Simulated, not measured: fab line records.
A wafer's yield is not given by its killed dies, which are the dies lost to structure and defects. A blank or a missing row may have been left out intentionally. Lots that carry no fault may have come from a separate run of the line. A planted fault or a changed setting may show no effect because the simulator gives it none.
Which tool was responsible?	flow n5-finfet	at 1 step of a route of 1938, 10 lots with 30 wafers sampled

## WHAT EACH GAUGE READ, for each wafer
N5_BEOL_M6_INSPECT_13: inspects for defects (brightfield).
lot	measured	on	raw-defect-count
L913	day 9 18:13	defect-inspect-01	385 430 380
L914	day 10 03:44	defect-inspect-02	325 365 412
L918	day 11 01:16	defect-inspect-01	371 525 487
L919	day 11 10:39	defect-inspect-02	415 354 489
L922	day 12 01:13	defect-inspect-01	367 419 297
L921	day 12 11:04	defect-inspect-01	362 358 405
L930	day 14 03:07	defect-inspect-01	318 385 330
L933	day 14 21:32	defect-inspect-02	314 337 269
L935	day 16 00:29	defect-inspect-02	390 426 364
L936	day 16 04:53	defect-inspect-02	463 425 517

## WHAT TOOL EACH LOT RAN ON (gives the tool, then ch and the chambers of the sampled wafers, and finally the start)
There is no process step in the record ahead of these readings.

## THE ANSWER, worked out from the rows above alone
Rule: what is usual is taken from the lots themselves. The widest of any qualifying gaps counts: lots, ordered by their means at a reading, are off when they make up no more than a third of the lots, leave a main group of 4 or more, and stand apart from it by 3 or more times the standard deviation of that group's means. If all means in a main group match to the digits the tables above print for the reading, that group is not used. A lot without any number at a reading at which 4 lots or more have one is off too. All remaining lots with rows at the step are treated as sound.
No lot is off at any reading shown: from this, nothing can be told.

## WHAT THE SIMULATOR HAD INSERTED
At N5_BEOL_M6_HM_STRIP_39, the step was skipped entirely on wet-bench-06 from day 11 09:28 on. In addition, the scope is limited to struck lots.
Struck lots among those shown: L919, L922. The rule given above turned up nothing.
